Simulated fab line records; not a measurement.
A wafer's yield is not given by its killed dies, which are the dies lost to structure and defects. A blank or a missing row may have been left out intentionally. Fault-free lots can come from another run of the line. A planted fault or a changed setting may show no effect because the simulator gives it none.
The tool behind it: which one? | flow nand_harc | 12 lots with 36 wafers sampled at 5 steps, on a route of 1302 steps

== WHAT THE GAUGES READ, wafer by wafer ==
NHARC_A_ONON_D2_THK_MEAS_08: measures by ellipsometry.
lot  | measured     | on            | thk_nm (nm)
L486 | day 13 09:05 | film_metro-01 | 995 994 994
L485 | day 13 09:05 | film_metro-02 | 1001 999 1000
L490 | day 15 11:37 | film_metro-01 | 977 977 977
L489 | day 15 11:31 | film_metro-02 | 995 995 995
L491 | day 16 01:20 | film_metro-02 | 1013 1013 1013
L493 | day 16 04:19 | film_metro-01 | 1003 1003 1003
L494 | day 17 03:17 | film_metro-01 | 999 1003 1001
L495 | day 17 03:20 | film_metro-01 | 1004 1005 1006
L497 | day 18 17:55 | film_metro-01 | 998 998 997
L499 | day 19 16:51 | film_metro-02 | 988 988 990
L503 | day 21 04:34 | film_metro-01 | 995 994 996
L506 | day 22 09:48 | film_metro-02 | 1010 1011 1010

NHARC_A_ONON_D2_THK_MEAS_24: measures by ellipsometry.
lot  | measured     | on            | thk_nm (nm)
L486 | day 13 18:43 | film_metro-01 | 993 992 992
L485 | day 13 18:43 | film_metro-02 | 994 994 995
L490 | day 15 21:22 | film_metro-01 | 1013 1013 1011
L489 | day 15 21:22 | film_metro-02 | 988 987 988
L491 | day 16 11:18 | film_metro-01 | 998 994 997
L493 | day 16 11:18 | film_metro-01 | 997 996 997
L494 | day 17 14:27 | film_metro-02 | 999 1001 998
L495 | day 17 14:28 | film_metro-02 | 1007 1007 1007
L497 | day 19 03:32 | film_metro-01 | 987 985 986
L499 | day 20 02:32 | film_metro-02 | 1010 1010 1009
L503 | day 21 14:34 | film_metro-02 | 999 998 998
L506 | day 22 22:13 | film_metro-01 | 1006 1007 1004

NHARC_A_ONON_D2_THK_MEAS_34: measures by ellipsometry.
lot  | measured     | on            | thk_nm (nm)
L486 | day 13 20:19 | film_metro-01 | 198.3 199.5 201.5
L485 | day 13 20:20 | film_metro-02 | 197.1 200.9 201.6
L490 | day 15 22:58 | film_metro-02 | 199.9 200.0 201.7
L489 | day 15 22:58 | film_metro-01 | 195.8 201.2 201.8
L491 | day 16 12:55 | film_metro-01 | 200.9 198.2 202.6
L493 | day 16 12:53 | film_metro-02 | 197.8 199.3 202.0
L494 | day 17 16:03 | film_metro-01 | 202.0 203.1 206.6
L495 | day 17 16:03 | film_metro-02 | 205.3 202.6 203.5
L497 | day 19 05:08 | film_metro-01 | 200.2 198.6 204.7
L499 | day 20 04:08 | film_metro-01 | 223.7 222.0 225.3
L503 | day 21 16:10 | film_metro-01 | 220.5 226.8 222.2
L506 | day 22 23:49 | film_metro-01 | 197.1 196.9 200.5

== WHAT TOOL EACH LOT RAN ON (gives the tool, then ch and the chambers of the sampled wafers, and finally the start) ==
lot  | NHARC_A_DECK1_JOINT_DEP_16      | NHARC_A_ONON_D2_DEP_33
L486 | pecvd-02 ch 1,2, day 13 07:03   | pecvd-01 ch 1,2, day 13 19:54
L485 | pecvd-04 ch 0,2, day 13 07:05   | pecvd-03 ch 0,1, day 13 19:55
L490 | pecvd-04 ch 0,2, day 15 09:29   | pecvd-02 ch 0,1,2, day 15 22:33
L489 | pecvd-01 ch 0,2, day 15 09:31   | pecvd-01 ch 0,1,2, day 15 22:35
L491 | pecvd-01 ch 1,2, day 15 23:19   | pecvd-02 ch 0,1,2, day 16 12:29
L493 | pecvd-04 ch 0,1,2, day 16 02:18 | pecvd-01 ch 1,2, day 16 12:28
L494 | pecvd-02 ch 1,2, day 17 01:17   | pecvd-02 ch 0,1, day 17 15:41
L495 | pecvd-04 ch 0,1, day 17 01:19   | pecvd-03 ch 0,2, day 17 15:41
L497 | pecvd-02 ch 0,1,2, day 18 15:53 | pecvd-03 ch 0,1, day 19 04:46
L499 | pecvd-01 ch 0,1, day 19 14:51   | pecvd-03 ch 0,1, day 20 03:49
L503 | pecvd-01 ch 1,2, day 21 02:36   | pecvd-03 ch 0,1, day 21 15:48
L506 | pecvd-01 ch 0,2, day 22 07:50   | pecvd-01 ch 0,1, day 22 23:25
- NHARC_A_DECK1_JOINT_DEP_16: deposits SiO2, target thk 45 nm.
- NHARC_A_ONON_D2_DEP_33: deposits SiO2, target thk 200 nm.

== AS READ BY THE TOOLS THEMSELVES (means over the sampled wafers that have a number; for cases with no such wafer, the mark the record gives instead) ==
NHARC_A_DECK1_JOINT_DEP_16.
lot  | tool     | heater_power_w (W) | rf_fwd_power_W (W) | showerhead_vpp_V (V) | throttle_valve_pct (%)
L486 | pecvd-02 | 737                | 897.4              | 1832                 | 15.4
L485 | pecvd-04 | 586                | 896.2              | 1749                 | 15.8
L490 | pecvd-04 | 657                | 895.4              | 1815                 | 16.2
L489 | pecvd-01 | 546                | 895.5              | 1751                 | 16.0
L491 | pecvd-01 | 659                | 893.1              | 1807                 | 16.3
L493 | pecvd-04 | 619                | 896.1              | 1784                 | 16.0
L494 | pecvd-02 | 730                | 897.4              | 1818                 | 15.7
L495 | pecvd-04 | 624                | 896.6              | 1800                 | 16.0
L497 | pecvd-02 | 696                | 899.9              | 1830                 | 15.7
L499 | pecvd-01 | 572                | 893.2              | 1800                 | 16.2
L503 | pecvd-01 | 646                | 895.5              | 1801                 | 16.4
L506 | pecvd-01 | 499                | 893.8              | 1743                 | 16.0

NHARC_A_ONON_D2_DEP_33.
lot  | tool     | heater_power_w (W) | rf_fwd_power_W (W) | showerhead_vpp_V (V) | throttle_valve_pct (%)
L486 | pecvd-01 | 737                | 898.6              | 1785                 | 16.9
L485 | pecvd-03 | 538                | 897.2              | 1701                 | 16.3
L490 | pecvd-02 | 684                | 901.2              | 1818                 | 15.9
L489 | pecvd-01 | 581                | 897.4              | 1787                 | 16.2
L491 | pecvd-02 | 728                | 897.7              | 1850                 | 16.0
L493 | pecvd-01 | 668                | 902.4              | 1775                 | 16.3
L494 | pecvd-02 | 688                | 899.4              | 1843                 | 16.2
L495 | pecvd-03 | 428                | 898.0              | 1833                 | 15.8
L497 | pecvd-03 | 499                | 896.7              | 1777                 | 16.1
L499 | pecvd-03 | 327                | 1259.0             | 2096                 | 16.1
L503 | pecvd-03 | 339                | 1257.1             | 2111                 | 16.1
L506 | pecvd-01 | 601                | 899.6              | 1797                 | 15.8

== THE ANSWER, worked out from the rows above alone ==
Rule: the lots themselves supply what counts as usual. The widest of any qualifying gaps counts: lots, ordered by their means at a reading, are off when they make up no more than a third of the lots, leave a main group of 4 or more, and stand apart from it by 3 or more times the standard deviation of that group's means. A main group is skipped when, at the precision printed for the reading in the tables above, its means are all equal. A lot without any number at a reading at which 4 lots or more have one is off too. All remaining lots with rows at the step are treated as sound. The gauges are gone through in route order, then the tools' own readings, and for those a lot's mean is taken as printed above. The first step at which some lot is off is used, and at that step the reading that is off furthest; a lot without a number counts as furthest.
Off: L499, L503 (NHARC_A_ONON_D2_THK_MEAS_34, thk_nm). Mean 200.7 nm and standard deviation 1.7 in the main group.
If a tool, at a process step before that reading, ran all the lots that are off and no sound lot after the first of them, it fits. The gauges at NHARC_A_ONON_D2_THK_MEAS_34 aren't tried: what is off there is off at NHARC_A_ONON_D2_DEP_33 too, on other tools, and a gauge's error can't cause that. One candidate fits, namely pecvd-03 at NHARC_A_ONON_D2_DEP_33. A fault onset in the window from L497 (day 19 04:46, its last sound lot) to L499 (day 20 03:49, its first lot off) fits.
The tool's own readings at NHARC_A_ONON_D2_DEP_33 bear it out: on the lots that are off they differ by more than 5 times the standard deviation of the sound lots' means. rf_fwd_power_W reads 1258.0 W there against 898.8 W on the sound lots; showerhead_vpp_V reads 2104 V there against 1797 V on the sound lots.

== WHAT THE SIMULATOR HAD PUT IN ==
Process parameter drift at NHARC_A_ONON_D2_DEP_33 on pecvd-03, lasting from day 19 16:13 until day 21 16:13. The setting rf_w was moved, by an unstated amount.
Lots struck among those shown: L499, L503. Same finding as the rule above.
